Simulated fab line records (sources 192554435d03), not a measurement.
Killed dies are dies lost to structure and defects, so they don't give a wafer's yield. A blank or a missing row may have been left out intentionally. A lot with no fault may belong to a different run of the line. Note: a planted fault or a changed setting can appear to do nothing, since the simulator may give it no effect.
fab line records	flow n5_finfet	part 2 of 2: steps 20 to 28 of 28
record lots=5	wafers=15	last_day=19
route steps=1938 shown BEOL_M5@1157
lots that met no fault: from a run of the same line without faults
start_h: the number of hours between the record's first day and the start of the first shown wafer of the lot	wait_h: hours since the lot's step before	" the same as in the row above	L1.1+2: a row that stands for several wafers	- either no value or no given start	* or withheld: withheld	< > ~ a bound
route shown NAME@n: names a module that has steps shown in the file, with the first one's number in the route	usual: mean and standard deviation over wafers with no fault	same: alike in all rows	chamber/n: place in a boat	sites: the reading at each site	_std_site: the standard deviation of these	_edge_site: the outer-site mean with the inner-site mean subtracted	radius_mm: for every site, how far away it sits from the centre of the wafer	mask NAME#n: copy n	behind: the last tool/chamber to shape the wafer	hold: why the lot went on hold/how many hours it stayed there/how the hold came to an end	device: transistor that didn't switch, given as n, p or np	end of line: the tests these same wafers got at the end of their route	a step given without rows: its recipe and nothing more	killed: not the wafer's yield, but the dies lost to structure and defects at the first sort	map: a wafer's dies, x killed, . not, _ none there
set.NAME: the setting the step ran with; set.NAME@STEP: the setting that earlier step ran with	model.NAME: the simulator's own value behind a step, which no gauge read
a table for each step, a row for each wafer; lots at some steps of the route
services: when a tool's chamber went out of use (start_h, in hours from the record's first day, below 0 if earlier), for how many hours, and the reason
## steps
# step N5_BEOL_M5_ANNEAL_49
# recipe temp_c=400	time_s=1800	ambient=vacuum
# usual heater_power_w=777/96	susceptor_temp_C_max=400.9/0.36
lot.wafer	tool	chamber	start_h	wait_h	heater_power_w	susceptor_temp_C_max
L074.2	pvd_sputter-01	-	216.09	0.0	778	401.2
L074.4	"	-	"	"	737	401.5
L074.5	"	-	"	"	730	401.5
L076.2	pvd_sputter-03	-	232.56	0.0	874	400.6
L076.3	"	-	"	"	658	401.3
L076.6	"	-	"	"	662	401.2
L081.2	pvd_sputter-03	-	278.23	0.0	694	400.2
L081.5	"	-	"	"	714	401.1
L081.6	"	-	"	"	684	400.6
L087.3	pvd_sputter-02	-	296.64	0.0	806	401.0
L087.4	"	-	"	"	988	401.0
L087.6	"	-	"	"	707	400.8
L093.2	pvd_sputter-03	-	343.07	0.0	676	400.7
L093.3	"	-	"	"	716	401.5
L093.5	"	-	"	"	678	401.0
# step N5_BEOL_M5_SPUTTER_81
# recipe material=Cu	target_thk_a=150	temp_c=-20	chamber_pressure_pa=0.07	power_w=withheld	time_s=27.62
# usual chuck_sensor_temp_C=-15.8/0.39	throttle_valve_pct=29.8/1.1
lot.wafer	tool	chamber	start_h	wait_h	chuck_sensor_temp_C	throttle_valve_pct
L074.2	pvd_sputter-01	-	217.09	0.5	-15.9	29.8
L074.4	"	-	"	"	-15.8	31.0
L074.5	"	-	"	"	-15.7	30.9
L076.2	pvd_sputter-03	-	233.57	0.5	-15.8	28.5
L076.3	"	-	"	"	-16.2	29.2
L076.6	"	-	"	"	-16.1	29.2
L081.2	pvd_sputter-03	-	279.24	0.5	-15.3	30.3
L081.5	"	-	"	"	-16.1	30.6
L081.6	"	-	"	"	-15.3	30.7
L087.3	pvd_sputter-02	-	297.65	0.5	-15.8	29.6
L087.4	"	-	"	"	-15.5	30.0
L087.6	"	-	"	"	-15.7	30.2
L093.2	pvd_sputter-03	-	347.98	4.4	-15.3	30.4
L093.3	"	-	"	"	-16.1	30.5
L093.5	"	-	"	"	-15.3	30.6
# step N5_BEOL_M5_ANNEAL_82
# recipe temp_c=400	time_s=1800	ambient=vacuum
# usual heater_power_w=778/95	susceptor_temp_C_max=400.9/0.38
lot.wafer	tool	chamber	start_h	wait_h	heater_power_w	susceptor_temp_C_max
L074.2	pvd_sputter-01	-	217.17	0.0	795	400.8
L074.4	"	-	"	"	726	401.2
L074.5	"	-	"	"	731	401.7
L076.2	pvd_sputter-03	-	233.65	0.0	840	401.2
L076.3	"	-	"	"	664	401.5
L076.6	"	-	"	"	658	401.1
L081.2	pvd_sputter-03	-	279.32	0.0	684	400.7
L081.5	"	-	"	"	715	400.9
L081.6	"	-	"	"	691	400.1
L087.3	pvd_sputter-02	-	297.73	0.0	811	400.6
L087.4	"	-	"	"	986	400.5
L087.6	"	-	"	"	704	400.7
L093.2	pvd_sputter-03	-	348.06	0.0	693	400.7
L093.3	"	-	"	"	716	401.5
L093.5	"	-	"	"	693	400.7
# step N5_BEOL_M5_SPUTTER_83
# recipe material=Cu	target_thk_a=150	temp_c=-20	chamber_pressure_pa=0.07	power_w=withheld	time_s=27.62
# usual chuck_sensor_temp_C=-15.8/0.39	throttle_valve_pct=29.9/1.1
lot.wafer	tool	chamber	start_h	wait_h	chuck_sensor_temp_C	throttle_valve_pct
L074.2	pvd_sputter-01	-	218.18	0.5	-15.8	30.1
L074.4	"	-	"	"	-15.8	30.9
L074.5	"	-	"	"	-16.0	31.0
L076.2	pvd_sputter-03	-	234.66	0.5	-16.1	28.4
L076.3	"	-	"	"	-16.2	29.1
L076.6	"	-	"	"	-16.1	29.0
L081.2	pvd_sputter-03	-	280.32	0.5	-15.1	30.3
L081.5	"	-	"	"	-16.2	30.8
L081.6	"	-	"	"	-15.3	30.4
L087.3	pvd_sputter-02	-	298.73	0.5	-16.0	29.5
L087.4	"	-	"	"	-15.2	30.1
L087.6	"	-	"	"	-15.7	30.5
L093.2	pvd_sputter-03	-	349.07	0.5	-15.2	30.7
L093.3	"	-	"	"	-16.3	30.6
L093.5	"	-	"	"	-15.2	30.5
# step N5_BEOL_M5_ANNEAL_84
# recipe temp_c=400	time_s=1800	ambient=vacuum
# usual heater_power_w=779/97	susceptor_temp_C_max=400.9/0.34
lot.wafer	tool	chamber	start_h	wait_h	heater_power_w	susceptor_temp_C_max
L074.2	pvd_sputter-01	-	218.26	0.0	780	400.8
L074.4	"	-	"	"	729	401.2
L074.5	"	-	"	"	732	401.2
L076.2	pvd_sputter-03	-	234.74	0.0	890	400.9
L076.3	"	-	"	"	665	401.4
L076.6	"	-	"	"	656	401.0
L081.2	pvd_sputter-03	-	280.40	0.0	686	400.8
L081.5	"	-	"	"	712	401.5
L081.6	"	-	"	"	697	400.7
L087.3	pvd_sputter-02	-	298.81	0.0	799	401.2
L087.4	"	-	"	"	969	401.1
L087.6	"	-	"	"	708	401.0
L093.2	pvd_sputter-03	-	349.15	0.0	692	400.8
L093.3	"	-	"	"	719	401.3
L093.5	"	-	"	"	679	400.1
# step N5_BEOL_M5_SPUTTER_88
# recipe material=Cu	target_thk_a=150	temp_c=-20	chamber_pressure_pa=0.07	power_w=withheld	time_s=27.62
# usual chuck_sensor_temp_C=-15.8/0.39	throttle_valve_pct=29.9/1.1
lot.wafer	tool	chamber	start_h	wait_h	chuck_sensor_temp_C	throttle_valve_pct
L074.2	pvd_sputter-01	-	219.27	0.5	-16.0	30.1
L074.4	"	-	"	"	-15.7	30.6
L074.5	"	-	"	"	-15.9	30.9
L076.2	pvd_sputter-03	-	235.74	0.5	-15.9	28.6
L076.3	"	-	"	"	-16.0	29.0
L076.6	"	-	"	"	-16.2	29.2
L081.2	pvd_sputter-03	-	281.41	0.5	-15.1	30.6
L081.5	"	-	"	"	-16.2	30.7
L081.6	"	-	"	"	-15.2	30.6
L087.3	pvd_sputter-02	-	299.82	0.5	-15.9	29.8
L087.4	"	-	"	"	-15.4	30.1
L087.6	"	-	"	"	-15.7	29.9
L093.2	pvd_sputter-03	-	350.16	0.5	-15.3	30.3
L093.3	"	-	"	"	-16.3	30.8
L093.5	"	-	"	"	-15.2	30.4
# step N5_BEOL_M5_ANNEAL_89
# recipe temp_c=400	time_s=1800	ambient=vacuum
# usual heater_power_w=777/96	susceptor_temp_C_max=401.0/0.36
lot.wafer	tool	chamber	start_h	wait_h	heater_power_w	susceptor_temp_C_max
L074.2	pvd_sputter-01	-	219.35	0.0	803	401.8
L074.4	"	-	"	"	714	402.2
L074.5	"	-	"	"	729	401.2
L076.2	pvd_sputter-03	-	235.82	0.0	868	400.8
L076.3	"	-	"	"	649	401.2
L076.6	"	-	"	"	640	401.6
L081.2	pvd_sputter-03	-	281.49	0.0	700	400.4
L081.5	"	-	"	"	701	401.7
L081.6	"	-	"	"	685	400.7
L087.3	pvd_sputter-02	-	299.90	0.0	808	401.2
L087.4	"	-	"	"	943	401.0
L087.6	"	-	"	"	705	401.3
L093.2	pvd_sputter-03	-	350.24	0.0	688	400.5
L093.3	"	-	"	"	713	401.3
L093.5	"	-	"	"	680	400.6
# step N5_BEOL_M5_SPUTTER_90
# recipe material=Cu	target_thk_a=45	temp_c=-20	chamber_pressure_pa=0.07	power_w=withheld	time_s=8.29
# usual chuck_sensor_temp_C=-15.8/0.39	throttle_valve_pct=29.9/1.1
lot.wafer	tool	chamber	start_h	wait_h	chuck_sensor_temp_C	throttle_valve_pct
L074.2	pvd_sputter-01	-	220.35	0.5	-15.7	29.9
L074.4	"	-	"	"	-15.9	31.1
L074.5	"	-	"	"	-15.9	31.0
L076.2	pvd_sputter-03	-	236.83	0.5	-16.0	28.2
L076.3	"	-	"	"	-16.1	28.9
L076.6	"	-	"	"	-16.2	29.0
L081.2	pvd_sputter-03	-	282.50	0.5	-15.3	30.5
L081.5	"	-	"	"	-16.2	30.6
L081.6	"	-	"	"	-15.1	30.7
L087.3	pvd_sputter-02	-	300.91	0.5	-16.0	29.6
L087.4	"	-	"	"	-15.4	29.9
L087.6	"	-	"	"	-15.6	30.4
L093.2	pvd_sputter-03	-	351.24	0.5	-15.2	30.6
L093.3	"	-	"	"	-16.1	30.7
L093.5	"	-	"	"	-15.2	30.4
# step N5_BEOL_M5_ECD_50
# recipe material=Cu	target_thk_a=3000
lot.wafer	tool	chamber	start_h	wait_h
L074.2+4+5	ecd_cu-02	1,1,0	220.47	0.1
L076.2+3+6	ecd_cu-01	0	236.95	0.1
L081.2+5+6	ecd_cu-01	1,1,0	282.61	0.1
L087.3+4+6	ecd_cu-01	1,0,0	301.04	0.1
L093.2+3+5	ecd_cu-02	0,1,0	351.36	0.1
## services
tool	chamber	start_h	hours	kind
uv_cure-03	-	200.40	1.0	pm
rie_diel-05	-	215.11	2.8	pm
cvd_co-02	-	217.85	0.5	repair
uv_cure-02	-	221.45	7.5	pm
pvd_sputter-02	-	228.43	5.9	repair
uv_cure-01	-	228.81	1.4	repair
uv_cure-02	-	234.87	1.1	repair
uv_cure-03	-	259.69	0.6	repair
uv_cure-03	-	261.86	7.1	pm
ecd_cu-01	-	263.47	1.2	repair
rie_diel-05	1	264.80	-	clean
rie_diel-05	1	264.80	-	consumable_replace:focus_ring
rie_diel-05	1	264.80	21.0	scheduled_down
rie_diel-05	1	264.80	21.0	vent_cycle
ecd_cu-01	-	267.24	4.8	pm
ald_metal-04	2	280.58	14.4	repair
ecd_cu-02	-	299.59	0.7	repair
rie_diel-05	2	308.01	10.4	repair
cvd_co-02	-	311.30	0.4	repair
ald_metal-03	2	318.04	8.1	repair
uv_cure-03	-	339.40	2.8	pm
uv_cure-02	-	343.51	0.6	repair
ecd_cu-02	-	345.20	6.0	pm
rie_diel-02	0	347.03	9.0	repair
